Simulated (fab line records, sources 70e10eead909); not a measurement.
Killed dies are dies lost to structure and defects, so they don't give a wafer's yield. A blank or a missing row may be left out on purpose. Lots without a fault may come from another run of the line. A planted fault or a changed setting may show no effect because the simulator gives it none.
Which tool did it? | flow nand_harc | 11 lots, 33 wafers sampled, at 4 steps of a route of 1159

WHAT THE GAUGES READ, wafer by wafer
NHARC_P_M0_CD_MEAS_09: target cd 90 nm.
lot  | measured     | on        | cd_nm (nm)
L468 | day 5 19:40  | cd_sem-01 | 91.1 89.9 90.3
L469 | day 6 06:38  | cd_sem-02 | 91.0 90.0 90.4
L471 | day 6 16:18  | cd_sem-02 | 89.8 90.0 90.1
L472 | day 6 23:58  | cd_sem-01 | 90.0 90.1 90.2
L474 | day 7 14:19  | cd_sem-02 | 90.7 86.5 86.2
L475 | day 7 15:17  | cd_sem-01 | 90.1 90.0 90.3
L485 | day 9 20:18  | cd_sem-02 | 91.1 90.4 90.5
L487 | day 10 06:37 | cd_sem-02 | 90.2 90.3 90.0
L488 | day 10 22:13 | cd_sem-03 | 89.3 90.2 89.8
L489 | day 11 02:23 | cd_sem-02 | 90.4 90.4 90.0
L490 | day 11 03:56 | cd_sem-02 | 90.0 90.6 90.0

WHICH TOOL RAN EACH LOT (tool, then ch and the chambers of the sampled wafers, then the start)
lot  | NHARC_P_GATE_STRIP_95                | NHARC_P_CONTACT_ETCH_36                       | NHARC_P_M0_PEB_07
L468 | plasma_asher-02 ch 0,1, day 5 12:04  | rie_diel-06 ch 1,3, day 5 19:35 or earlier    | litho_track-06 ch 0, day 5 19:35
L469 | plasma_asher-02 ch 0,1, day 5 18:52  | rie_diel-06 ch 0,1,3, day 6 06:33 or earlier  | litho_track-06 ch 0, day 6 06:33
L471 | plasma_asher-02 ch 0,1, day 6 08:34  | rie_diel-06 ch 0,1,3, day 6 16:13 or earlier  | litho_track-06 ch 0, day 6 16:13
L472 | plasma_asher-02 ch 0,1, day 6 16:13  | rie_diel-09 ch 0,3, day 6 23:52 or earlier    | litho_track-06 ch 0, day 6 23:52
L474 | plasma_asher-02 ch 0,1, day 7 02:55  | rie_diel-09 ch 2,3, day 7 14:14 or earlier    | litho_track-06 ch 0, day 7 14:14
L475 | plasma_asher-02 ch 0,1, day 7 07:02  | rie_diel-06 ch 1,2,3, day 7 15:12 or earlier  | litho_track-04 ch 0, day 7 15:12
L485 | plasma_asher-02 ch 0,1, day 9 11:39  | rie_diel-06 ch 0,2,3, day 9 20:13 or earlier  | litho_track-01 ch 0, day 9 20:13
L487 | plasma_asher-01 ch 0,1, day 9 23:01  | rie_diel-09 ch 1,2,3, day 10 06:32 or earlier | litho_track-04 ch 0, day 10 06:32
L488 | plasma_asher-01 ch 0,1, day 10 11:08 | rie_diel-06 ch 0,1, day 10 22:08 or earlier   | litho_track-04 ch 0, day 10 22:08
L489 | plasma_asher-02 ch 0,1, day 10 18:23 | rie_diel-06 ch 0,1,2, day 11 02:19 or earlier | litho_track-04 ch 0, day 11 02:19
L490 | plasma_asher-01 ch 0,1, day 10 19:26 | rie_diel-09 ch 0,1, day 11 03:52 or earlier   | litho_track-01 ch 0, day 11 03:52
- NHARC_P_GATE_STRIP_95: strips in O2.
- NHARC_P_CONTACT_ETCH_36: etches the open film in N2/H2, target depth 260 nm, time 406.25 s.
- NHARC_P_M0_PEB_07: peb time 65 s.

THE ANSWER, worked out from the rows above alone
Rule: what is usual is taken from the lots themselves. Put in order of their means at a reading, lots are off if they are a third of the lots or fewer, leave a main group of 4 or more, and stand apart from it by a gap of 3 or more times the standard deviation of the main group's means; of several such gaps the widest counts. A main group whose means are all the same, to the digits that the tables above print for the reading, isn't used. A lot without any number at a reading at which 4 lots or more have one is off too. The other lots that the step has rows for count as sound.
Off: L474, at NHARC_P_M0_CD_MEAS_09 (cd_nm). The main group: mean 90.2 nm, standard deviation 0.25.
A tool fits if, at a process step before that reading, it ran every lot that is off, and no sound lot after the first of them. The gauges at NHARC_P_M0_CD_MEAS_09 are tried like those tools. NHARC_P_CONTACT_ETCH_36 gives no start for some lots, so the hours and the order of its lots are those of NHARC_P_M0_PEB_07. One fits: litho_track-06 at NHARC_P_M0_PEB_07. Its last sound lot is L472 (day 6 23:52), its first lot that is off L474 (day 7 14:14): a fault that began between those two fits.

WHAT THE SIMULATOR HAD PUT IN
Process parameter drift: litho_track-06, from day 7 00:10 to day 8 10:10, at NHARC_P_M0_PEB_07. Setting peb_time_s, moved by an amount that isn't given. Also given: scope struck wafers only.
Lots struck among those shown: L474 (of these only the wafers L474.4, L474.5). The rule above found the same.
